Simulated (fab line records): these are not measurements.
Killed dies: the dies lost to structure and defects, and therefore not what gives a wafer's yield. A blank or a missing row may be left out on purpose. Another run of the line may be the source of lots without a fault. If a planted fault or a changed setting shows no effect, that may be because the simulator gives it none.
Chamber matching | flow n5_finfet | N5_BEOL_M3_PRE_CLEAN_60 on cvd_co-02 has 3 sister chambers
The step time 15 s. 6 wafers are shown with their chamber, then 10 later ones without.

== WAFERS WITH THEIR CHAMBER ==
wafer  | chamber | heater_power_w (W)
L854.2 | 2       | 75
L855.1 | 1       | 115
L855.2 | 2       | 76
L855.3 | 0       | 115
L863.2 | 1       | 116
L863.5 | 0       | 117

== WAFERS MISSING THEIR CHAMBER ==
wafer  | heater_power_w (W)
L863.6 | 74
L864.1 | 76
L864.2 | 115
L864.4 | 75
L866.1 | 75
L866.5 | 120
L866.6 | 76
L869.1 | 77
L869.3 | 117
L869.5 | 118

== EACH ONE'S CHAMBER ==
wafer  | from the rows above     | in truth
L863.6 | 2                       | 2
L864.1 | 2                       | 2
L864.2 | can't be placed: 1 or 0 | 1
L864.4 | 2                       | 2
L866.1 | 2                       | 2
L866.5 | can't be placed: 0 or 1 | 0
L866.6 | 2                       | 2
L869.1 | 2                       | 2
L869.3 | can't be placed: 0 or 1 | 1
L869.5 | can't be placed: 0 or 1 | 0
Placed correctly: 6 of 10. Can't be placed from these rows: 4 (the true chamber is among the candidates in 4). Wrongly placed: 0.
How it was worked out, from the rows above alone: a wafer's distance from a chamber is the root of the sum, over the readings, of the square of ((its reading less the chamber's mean) divided by the reading's scatter). The wafer belongs to the nearest chamber; if the next one is less than 2 further off, it can't be placed. For every chamber, the mean is computed from those of its wafers that are shown. The scatter: take each reading less its chamber's mean, square it, sum over the shown wafers, divide by the number of wafers less the number of chambers, and take the root.
